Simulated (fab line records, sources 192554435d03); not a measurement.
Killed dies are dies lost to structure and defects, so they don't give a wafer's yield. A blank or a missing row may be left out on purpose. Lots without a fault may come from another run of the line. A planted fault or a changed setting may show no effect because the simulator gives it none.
Which tool did it? | flow n5_finfet | 24 lots, 72 wafers sampled, at 4 steps of a route of 1938

WHAT THE GAUGES READ, wafer by wafer
N5_BEOL_M9_THK_MEAS_53: measures by xrf.
lot  | measured     | on            | M9_THK (nm)
L074 | day 9 20:02  | film_metro-01 | 142 145 144
L075 | day 10 01:17 | film_metro-02 | 139 143 137
L077 | day 10 07:58 | film_metro-01 | 142 143 139
L078 | day 10 12:43 | film_metro-02 | 141 140 138
L079 | day 10 18:30 | film_metro-02 | 136 133 139
L080 | day 11 02:37 | film_metro-01 | 141 136 139
L081 | day 11 13:50 | film_metro-01 | 142 140 138
L082 | day 11 19:10 | film_metro-01 | 137 134 139
L083 | day 12 15:23 | film_metro-01 | 137 131 139
L084 | day 12 23:55 | film_metro-02 | 134 136 135
L086 | day 13 04:41 | film_metro-02 | 136 135 135
L085 | day 13 04:59 | film_metro-01 | 135 132 136
L087 | day 13 11:01 | film_metro-01 | 140 137 137
L089 | day 13 17:12 | film_metro-02 | 138 132 139
L088 | day 13 21:31 | film_metro-01 | 136 136 136
L090 | day 13 22:19 | film_metro-01 | 136 140 138
L091 | day 14 11:55 | film_metro-01 | 128 140 135
L092 | day 14 14:07 | film_metro-02 | 142 141 142
L093 | day 14 14:26 | film_metro-02 | 141 135 139
L094 | day 15 19:17 | film_metro-02 | 127 141 136
L076 | day 15 19:31 | film_metro-01 | 137 134 135
L095 | day 16 00:33 | film_metro-02 | 136 138 138
L097 | day 16 15:59 | film_metro-02 | 141 130 140
L096 | day 17 10:28 | film_metro-01 | 135 132 135

N5_BEOL_M10_THK_MEAS_01.
lot  | measured     | on            | M10_ILD_THK (nm)
L074 | day 9 20:50  | film_metro-01 | 264 268 271
L075 | day 10 02:04 | film_metro-02 | 266 264 270
L077 | day 10 08:47 | film_metro-01 | 267 263 272
L078 | day 10 13:30 | film_metro-01 | 264 264 268
L079 | day 10 19:25 | film_metro-01 | 267 269 268
L080 | day 11 03:28 | film_metro-01 | 265 270 269
L081 | day 11 15:06 | film_metro-01 | 265 265 264
L082 | day 11 19:57 | film_metro-01 | 269 269 276
L083 | day 12 16:11 | film_metro-01 | 263 265 269
L084 | day 13 00:43 | film_metro-02 | 271 266 270
L086 | day 13 05:29 | film_metro-01 | 270 267 265
L085 | day 13 06:15 | film_metro-01 | 271 268 270
L087 | day 13 11:48 | film_metro-01 | 262 267 268
L089 | day 13 17:59 | film_metro-01 | 269 267 270
L088 | day 13 22:19 | film_metro-02 | 263 271 268
L090 | day 13 23:07 | film_metro-02 | 263 270 265
L091 | day 14 13:11 | film_metro-02 | 270 272 272
L092 | day 14 14:53 | film_metro-02 | 267 270 273
L093 | day 14 15:13 | film_metro-01 | 271 274 272
L094 | day 15 20:05 | film_metro-01 | 270 268 267
L076 | day 15 20:23 | film_metro-01 | 263 267 267
L095 | day 16 01:22 | film_metro-01 | 264 265 272
L097 | day 16 16:56 | film_metro-01 | 265 271 272
L096 | day 17 11:15 | film_metro-02 | 260 261 266

N5_BEOL_M10_CD_MEAS_28: target cd 70 nm.
lot  | measured     | on        | cd_nm (nm)
L074 | day 9 23:56  | cd_sem-03 | 71.2 71.5 71.0
L075 | day 10 06:10 | cd_sem-01 | 70.1 70.0 69.8
L077 | day 10 14:45 | cd_sem-01 | 68.8 68.3 68.6
L078 | day 10 16:23 | cd_sem-03 | 69.8 68.7 69.4
L079 | day 10 23:52 | cd_sem-01 | 67.8 67.9 67.6
L080 | day 11 06:53 | cd_sem-03 | 68.2 70.9 68.7
L081 | day 12 00:25 | cd_sem-03 | 68.8 70.4 70.2
L082 | day 12 00:01 | cd_sem-02 | 68.7 69.0 69.9
L083 | day 12 20:40 | cd_sem-01 | 70.4 70.1 71.3
L084 | day 13 04:12 | cd_sem-01 | 67.7 68.4 68.7
L086 | day 13 07:53 | cd_sem-01 | 70.2 70.2 70.4
L085 | day 13 10:00 | cd_sem-03 | 70.7 69.5 69.8
L087 | day 13 14:04 | cd_sem-02 | 70.1 68.2 69.2
L089 | day 13 21:02 | cd_sem-03 | 68.6 69.9 68.9
L088 | day 14 01:07 | cd_sem-02 | 70.3 70.9 68.9
L090 | day 14 01:16 | cd_sem-03 | 70.2 69.9 67.9
L091 | day 14 15:31 | cd_sem-01 | 70.1 69.4 69.7
L092 | day 14 19:23 | cd_sem-03 | 69.4 70.1 72.0
L093 | day 14 19:33 | cd_sem-03 | 71.9 71.1 70.1
L094 | day 15 23:08 | cd_sem-01 | 68.5 69.4 68.8
L076 | day 16 02:37 | cd_sem-02 | 69.2 69.8 68.8
L095 | day 16 06:26 | cd_sem-03 | 69.9 71.6 70.1
L097 | day 16 19:26 | cd_sem-03 | 70.8 70.1 70.1
L096 | day 17 16:47 | cd_sem-03 | 68.9 69.3 69.2

WHICH TOOL RAN EACH LOT (tool, then ch and the chambers of the sampled wafers, then the start)
lot  | N5_BEOL_M10_STRIP_67
L074 | rie_diel-03 ch 1,2,3, day 9 23:24
L075 | rie_diel-06 ch 0,2,3, day 10 04:35
L077 | rie_diel-03 ch 0,1,2, day 10 10:56
L078 | rie_diel-01 ch 0,1,3, day 10 15:45
L079 | rie_diel-01 ch 1,3, day 10 21:35
L080 | rie_diel-03 ch 0,1,3, day 11 06:02
L081 | rie_diel-06 ch 0,1, day 11 18:01
L082 | rie_diel-01 ch 0,2,3, day 11 20:51
L083 | rie_diel-03 ch 0,2,3, day 12 18:31
L084 | rie_diel-01 ch 0,2,3, day 13 01:37
L086 | rie_diel-01 ch 1,2,3, day 13 06:43
L085 | rie_diel-03 ch 1,2, day 13 09:25
L087 | rie_diel-01 ch 0,1,2, day 13 12:54
L089 | rie_diel-06 ch 0,1,2, day 13 19:59
L088 | rie_diel-01 ch 1,2, day 13 23:34
L090 | rie_diel-01 ch 1,2, day 14 00:07
L091 | rie_diel-03 ch 0,1,3, day 14 14:30
L092 | rie_diel-01 ch 0,1,2, day 14 16:32
L093 | rie_diel-03 ch 1,3, day 14 17:42
L094 | rie_diel-03 ch 0,2,3, day 15 22:26
L076 | rie_diel-03 ch 0,2,3, day 15 22:41
L095 | rie_diel-01 ch 1,2, day 16 04:38
L097 | rie_diel-03 ch 0,2, day 16 18:48
L096 | rie_diel-06 ch 0,1,2, day 17 13:37
- N5_BEOL_M10_STRIP_67: strips in CF4.

WHAT THE TOOLS THEMSELVES READ (means of the sampled wafers that have a number; where no wafer has one, the mark that the record gives instead)
N5_BEOL_M10_STRIP_67.
lot  | tool        | cf4_flow_sccm (sccm) | drypump_motor_current_A (A) | oes_product_au (a.u.) | power_w (W) | rf_vpp_V (V) | showerhead_plenum_p_Torr (Torr) | throttle_valve_pct (%)
L074 | rie_diel-03 | 149.7                | 5.7                         | 0.74                  | 300.5       | 271.1        | 1.80                            | 13.69
L075 | rie_diel-06 | 150.0                | 5.5                         | 0.77                  | 300.6       | 272.0        | 1.81                            | 13.67
L077 | rie_diel-03 | 149.5                | 5.8                         | 0.79                  | 299.7       | 271.4        | 1.80                            | 13.62
L078 | rie_diel-01 | 149.7                | 5.6                         | 0.81                  | 299.6       | 271.6        | 1.83                            | 13.44
L079 | rie_diel-01 | 150.0                | 5.5                         | 0.78                  | 300.3       | 271.1        | 1.82                            | 13.68
L080 | rie_diel-03 | 149.9                | 5.4                         | 0.79                  | 299.4       | 271.5        | 1.81                            | 13.62
L081 | rie_diel-06 | 149.8                | 5.8                         | 0.77                  | 301.3       | 271.3        | 1.78                            | 13.64
L082 | rie_diel-01 | 149.9                | 5.6                         | 0.88                  | 300.6       | 272.5        | 1.83                            | 13.33
L083 | rie_diel-03 | 149.8                | 5.6                         | 0.76                  | 300.2       | 271.3        | 1.79                            | 13.68
L084 | rie_diel-01 | 149.9                | 5.6                         | 0.85                  | 300.8       | 271.7        | 1.82                            | 13.35
L086 | rie_diel-01 | 149.6                | 5.6                         | 0.82                  | 300.5       | 271.5        | 1.82                            | 13.59
L085 | rie_diel-03 | 149.9                | 5.9                         | 0.72                  | 300.1       | 270.7        | 1.79                            | 13.72
L087 | rie_diel-01 | 150.1                | 5.6                         | 0.81                  | 300.7       | 272.2        | 1.86                            | 13.58
L089 | rie_diel-06 | 149.9                | 5.7                         | 0.84                  | 299.9       | 270.6        | 1.79                            | 13.54
L088 | rie_diel-01 | 150.4                | 5.6                         | 0.78                  | 300.2       | 272.0        | 1.85                            | 13.80
L090 | rie_diel-01 | 150.4                | 5.6                         | 0.84                  | 299.4       | 272.6        | 1.85                            | 13.66
L091 | rie_diel-03 | 150.4                | 5.4                         | 0.76                  | 300.7       | 271.0        | 1.80                            | 13.68
L092 | rie_diel-01 | 150.1                | 5.7                         | 0.80                  | 299.1       | 273.1        | 1.85                            | 13.60
L093 | rie_diel-03 | 149.7                | 5.6                         | 0.72                  | 301.1       | 271.4        | 1.80                            | 13.73
L094 | rie_diel-03 | 149.6                | 5.6                         | 0.83                  | 299.2       | 271.1        | 1.78                            | 13.56
L076 | rie_diel-03 | 150.4                | 5.6                         | 0.82                  | 299.7       | 271.3        | 1.78                            | 13.57
L095 | rie_diel-01 | 150.0                | 5.6                         | 0.81                  | 300.4       | 272.4        | 1.84                            | 13.69
L097 | rie_diel-03 | 149.8                | 6.0                         | 0.90                  | 299.3       | 271.2        | 1.77                            | 13.40
L096 | rie_diel-06 | 149.7                | 5.7                         | 0.80                  | 301.2       | 270.7        | 1.78                            | 13.61

THE ANSWER, worked out from the rows above alone
Rule: what is usual is taken from the lots themselves. Put in order of their means at a reading, lots are off if they are a third of the lots or fewer, leave a main group of 4 or more, and stand apart from it by a gap of 3 or more times the standard deviation of the main group's means; of several such gaps the widest counts. A main group whose means are all the same, to the digits that the tables above print for the reading, isn't used. A lot without any number at a reading at which 4 lots or more have one is off too. The other lots that the step has rows for count as sound. The gauges are gone through in route order, then the tools' own readings, and for those a lot's mean is taken as printed above. The first step at which some lot is off is used, and at that step the reading that is off furthest; a lot without a number counts as furthest.
No lot is off at any reading shown: from this, nothing can be told.

WHAT THE SIMULATOR HAD PUT IN
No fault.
